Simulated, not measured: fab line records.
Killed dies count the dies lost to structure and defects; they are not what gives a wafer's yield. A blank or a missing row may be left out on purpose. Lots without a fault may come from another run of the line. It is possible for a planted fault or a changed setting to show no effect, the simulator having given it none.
Split-lot study -- flow n5Finfet -- route with 1938 steps; 7 lots, 39 wafers read

== ON THE SPLIT ==
At N5_DUMMY_GATE_ETCH_37 (etches SOC in N2/H2, target depth 60 nm, overetch 30 nm), the setting sourceW was moved away from the recipe's 840 W on 12 of the 39 wafers read, by -10.1% to +7.6%. The other wafers ran this setting at the recipe's value.

The reading comes from the split's own step.

== THE READING ==
rfVppV, in V, at N5_DUMMY_GATE_ETCH_37 (etches SOC in N2/H2, target depth 60 nm, overetch 30 nm). On this fab line, fault-free wafers typically give 522.7 V with a standard deviation of 1.6 V.

wafer,"tool, chamber at the split","sourceW as run, W",against the recipe,"rfVppV, V",against lot-mates on the recipe
L081.1,"rieDiel-06, 2",772,-8.1%,538.6,+16.5
L081.2,"rieDiel-06, 0",840,recipe,522.6,-
L081.3,"rieDiel-06, 3",772,-8.1%,535.2,+13.1
L081.4,"rieDiel-06, 3",840,recipe,520.8,-
L081.5,"rieDiel-06, 2",840,recipe,522.8,-
L081.6,"rieDiel-06, 0",772,-8.1%,536.8,+14.7
L083.1,"rieDiel-01, 3",840,recipe,524.6,-
L083.2,"rieDiel-01, 1",840,recipe,523.5,-
L083.3,"rieDiel-01, 2",840,recipe,523.5,-
L083.4,"rieDiel-01, 2",840,recipe,522.4,-
L083.5,"rieDiel-01, 1",840,recipe,521.1,-
L083.6,"rieDiel-01, 3",840,recipe,524.6,-
L085.1,"rieDiel-03, 2",755,-10.1%,542.2,+19.3
L085.2,"rieDiel-03, 0",755,-10.1%,543.8,+20.9
L085.3,"rieDiel-03, 1",840,recipe,523.6,-
L085.4,"rieDiel-03, 3",840,recipe,520.1,-
L085.5,"rieDiel-03, 1",840,recipe,524.9,-
L085.6,"rieDiel-03, 0",755,-10.1%,544.8,+21.9
L088.1,"rieDiel-06, 2",840,recipe,523.9,-
L088.2,"rieDiel-06, 0",840,recipe,523.0,-
L088.5,"rieDiel-06, 3",840,recipe,520.6,-
L093.1,"rieDiel-03, 3",904.1,+7.6%,506.9,-16.8
L093.2,"rieDiel-03, 2",904.1,+7.6%,511.9,-11.8
L093.3,"rieDiel-03, 1",840,recipe,523.0,-
L093.4,"rieDiel-03, 0",840,recipe,524.8,-
L093.5,"rieDiel-03, 3",904.1,+7.6%,508.0,-15.7
L093.6,"rieDiel-03, 0",840,recipe,523.3,-
L096.1,"rieDiel-03, 3",840,recipe,518.2,-
L096.2,"rieDiel-03, 0",840,recipe,526.4,-
L096.3,"rieDiel-03, 1",887.9,+5.7%,512.4,-9.6
L096.4,"rieDiel-03, 2",887.9,+5.7%,513.7,-8.3
L096.5,"rieDiel-03, 1",840,recipe,521.4,-
L096.6,"rieDiel-03, 0",887.9,+5.7%,514.4,-7.6
L097.1,"rieDiel-01, 2",840,recipe,522.5,-
L097.2,"rieDiel-01, 1",840,recipe,522.3,-
L097.3,"rieDiel-01, 3",840,recipe,522.1,-
L097.4,"rieDiel-01, 0",840,recipe,521.4,-
L097.5,"rieDiel-01, 3",840,recipe,524.2,-
L097.6,"rieDiel-01, 2",840,recipe,523.5,-

THE FIT
A straight line over all 39 wafers: rfVppV changes by -1.86 V for each +1% of sourceW; r = -0.98; the points scatter about the line by 1.8 V.
The same after taking each lot's own level away (the mean of its wafers on the recipe; 39 wafers): -1.89 V for each +1%; r = -0.98; scatter 1.8 V.
That fit puts the effect of the largest move of sourceW on the reading at 19 V.
Across the lots, their own levels run from 522.00 to 523.70 V, a range of 1.1 times the standard deviation given above.
The two slopes are in agreement: the lot-to-lot level therefore moves the slope only a little.
Check: +19.4 V against its lot-mates is what the line predicts for one of the wafers moved furthest among these (-10.1%) when that wafer is left out of the fit. Against them it came out at +19.3 V.
Tool readings at the split's step, against how far the setting was moved: rfVppV r = -0.98.

== THE FILE'S OWN FIT ==
rfVppV changes by -1.9 V for each +1% of sourceW, r = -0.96.
